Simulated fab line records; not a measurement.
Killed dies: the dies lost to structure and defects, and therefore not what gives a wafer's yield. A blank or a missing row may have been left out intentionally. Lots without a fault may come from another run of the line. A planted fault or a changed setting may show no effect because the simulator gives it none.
Problem report, 8D (eight disciplines) form, completed by code    flow n5 finfet    the parts of the form that need people (team, actions taken, sign-off) are left out

1. THE PROBLEM
Wafers without a fault read 205.00 C, standard deviation 0.13; plate temp C at N5_BEOL_M2_COAT_76 reads a mean of 187.97 C on 6 wafers belonging to 2 lots. That is -99 or more standard deviations from the usual mean.
The step: time 60 s, resist thk 5 nm.
Seen first at day 10 22:31 on litho track-02, wafer L930.1. At this step, 12 wafers from 4 lots have a number in the record. The rule behind "out" and "out of limits": a value lying over 4 standard deviations away from the usual mean. Any other wafer with a number is counted as sound.

2. WHAT IT IS, WHAT IT ISN'T
question                     is                                  is not
which readings at this step  plate temp C, heater power total W  -
which lots                   L930, L932                          L916, L936
which wafers of those lots   all that have a number              -
read on which tools          litho track-02                      litho track-03
when                         from day 10 22:31                   up to then (3 sound wafers); but 3 sound wafers of L936 came after

3. SUSPECTS, AND WHAT RULES EACH OUT
Counting: a tool at any process step up to the reading remains a suspect when it ran all the lots that are out and ran no sound lot after the first of those.
- litho track-02 at N5_BEOL_M2_COAT_76 (time 60 s, resist thk 5 nm): kept. Every lot that is out went through it, starting with L930 (day 10 22:31), and after that it ran no sound lot; the last sound lot it ran before then is L916 (day 6 17:10). Its own readings are out on those wafers: heater power total W, plate temp C.
Left after counting: litho track-02 at N5_BEOL_M2_COAT_76.

4. THE CAUSE (what the simulator had put in)
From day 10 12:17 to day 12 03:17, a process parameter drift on litho track-02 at N5_BEOL_M2_COAT_76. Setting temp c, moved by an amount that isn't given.
This tool alone remained once counting was done.

5. THE CHAIN OF EFFECTS, in route order
Each row: a reading whose mean over the struck wafers that have a number lies more than 3 standard deviations from the usual. Readings are gone through only where the record gives a usual standard deviation; hours: the median, over the lots, of the time from a lot's start at the first step in this table giving one to that lot's start at this step; sigmas: the change measured in usual standard deviations.
hours  step                reading               usual     on struck wafers  change  sigmas
0      N5_BEOL_M2_COAT_76  heater power total W  391.7 W   350.4             -41.3   -34
0      N5_BEOL_M2_COAT_76  plate temp C          205.00 C  187.97            -17.03  -99 or more
The process steps in it:
- N5_BEOL_M2_COAT_76: time 60 s, resist thk 5 nm.
At these later measuring or inspecting steps, every struck wafer for which the step has a row has a number for every such reading, and none has moved that far: N5_BEOL_M4_RC_MEAS_101.

6. HOW IT WOULD HAVE BEEN CAUGHT EARLIER
In this record the first reading out of limits was taken at day 10 22:31, 10 hours after the fault began at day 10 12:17.
